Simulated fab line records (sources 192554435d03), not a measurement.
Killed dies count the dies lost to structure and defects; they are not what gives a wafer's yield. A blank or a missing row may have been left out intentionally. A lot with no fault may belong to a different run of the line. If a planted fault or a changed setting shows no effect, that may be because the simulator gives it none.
Which tool was responsible? + flow n5 finfet + 72 wafers sampled from 24 lots at 1 step of a route of 1938

== WHAT EACH GAUGE READ, for each wafer ==
N5_BEOL_M14_CD_MEAS_17: target cd 250 nm.
| lot  | measured     | on        | cd nm (nm)        |
|------|--------------|-----------|-------------------|
| L075 | day 11 12:16 | cd sem-03 | 251.3 247.3 253.0 |
| L077 | day 11 13:41 | cd sem-01 | 256.2 248.2 256.9 |
| L076 | day 11 16:22 | cd sem-02 | 251.1 253.4 254.3 |
| L074 | day 12 01:43 | cd sem-03 | 249.1 248.1 251.7 |
| L079 | day 12 06:50 | cd sem-02 | 252.2 252.1 249.7 |
| L078 | day 12 09:53 | cd sem-02 | 250.3 252.5 249.1 |
| L080 | day 12 13:35 | cd sem-01 | 249.3 249.4 248.6 |
| L081 | day 12 16:50 | cd sem-03 | 251.2 252.0 247.4 |
| L082 | day 13 00:40 | cd sem-03 | 249.0 251.5 253.2 |
| L083 | day 13 16:05 | cd sem-03 | 251.2 250.5 251.7 |
| L084 | day 13 18:32 | cd sem-03 | 252.0 248.5 251.7 |
| L086 | day 14 06:23 | cd sem-03 | 252.8 252.8 252.6 |
| L085 | day 14 06:52 | cd sem-02 | 251.3 250.4 252.5 |
| L087 | day 14 14:08 | cd sem-01 | 248.3 252.2 249.8 |
| L089 | day 14 19:28 | cd sem-01 | 250.9 249.5 247.2 |
| L088 | day 14 21:37 | cd sem-01 | 252.7 249.2 251.3 |
| L091 | day 15 01:29 | cd sem-01 | 255.1 252.9 250.4 |
| L090 | day 15 13:42 | cd sem-01 | 252.1 252.5 251.6 |
| L092 | day 15 14:26 | cd sem-03 | 250.3 250.2 251.7 |
| L094 | day 15 20:06 | cd sem-03 | 249.2 253.2 249.4 |
| L093 | day 16 02:46 | cd sem-02 | 252.4 255.9 252.3 |
| L095 | day 16 04:38 | cd sem-03 | 252.0 246.8 248.3 |
| L097 | day 16 21:33 | cd sem-03 | 251.5 246.9 250.7 |
| L096 | day 16 21:35 | cd sem-03 | 252.4 252.7 253.6 |

== TOOL THAT RAN EACH LOT (tool first, then ch and the chambers of the sampled wafers, then the start) ==
Record: no process step prior to these readings.

== AS READ BY THE TOOLS THEMSELVES (means over the sampled wafers that have a number; for cases with no such wafer, the mark the record gives instead) ==
The record holds no such reading with a usual standard deviation.

== THE ANSWER, worked out from the rows above alone ==
Rule: the lots themselves supply what counts as usual. The widest of any qualifying gaps counts: lots, ordered by their means at a reading, are off when they make up no more than a third of the lots, leave a main group of 4 or more, and stand apart from it by 3 or more times the standard deviation of that group's means. Not used: any main group whose means are identical at the precision the tables above print for the reading. A lot without any number at a reading at which 4 lots or more have one is off too. All remaining lots with rows at the step are treated as sound. First the gauges in route order, then the tools' own readings, where a lot's mean is used as printed above. At the first step where some lot is off, the reading lying furthest off is the one used; lots without a number count as furthest.
Nothing can be told from this: no lot is off at any reading shown.

== WHAT WAS PUT IN BY THE SIMULATOR ==
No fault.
